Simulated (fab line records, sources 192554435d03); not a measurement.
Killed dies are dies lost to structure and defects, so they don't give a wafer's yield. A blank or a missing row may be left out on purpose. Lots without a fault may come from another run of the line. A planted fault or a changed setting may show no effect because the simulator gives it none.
Chamber matching | flow n5_finfet | N5_BEOL_M5_ILD_DEP_00 on pecvd-03: 3 sister chambers
The step deposits SiCOH lowk from DEMS/porogen, target thk 140.64 nm, time 25.9 s. 6 wafers are shown with their chamber, then 7 later ones without.

WAFERS WITH THEIR CHAMBER
wafer  | chamber | throttle_valve_pct (%) | heater_power_w (W)
L078.3 | 2       | 13.0                   | 419
L080.6 | 2       | 12.8                   | 420
L081.4 | 1       | 14.4                   | 400
L081.5 | 0       | 13.5                   | 254
L084.1 | 1       | 14.5                   | 433
L084.2 | 0       | 13.6                   | 294

WAFERS WITHOUT THEIR CHAMBER
wafer  | throttle_valve_pct (%) | heater_power_w (W)
L084.6 | 14.5                   | 433
L093.1 | 12.2                   | 302
L093.4 | 13.6                   | 294
L093.6 | 14.2                   | 419
L096.1 | 12.2                   | 355
L096.4 | 14.0                   | 449
L096.6 | 13.6                   | 276

WHICH CHAMBER EACH WENT THROUGH
wafer  | from the rows above | in truth
L084.6 | 1                   | 1
L093.1 | 2                   | 2
L093.4 | 0                   | 0
L093.6 | 1                   | 1
L096.1 | 2                   | 2
L096.4 | 1                   | 1
L096.6 | 0                   | 0
Placed correctly: 7 of 7. Can't be placed from these rows: 0. Placed wrongly: 0.
How it was worked out, from the rows above alone: a wafer's distance from a chamber is the root of the sum, over the readings, of the square of ((its reading less the chamber's mean) divided by the reading's scatter). The wafer belongs to the nearest chamber; if the next one is less than 2 further off, it can't be placed. A chamber's mean is the mean of its shown wafers. The scatter: the root of (the sum of the squares of (reading less its chamber's mean) over the shown wafers, divided by (wafers less chambers)).
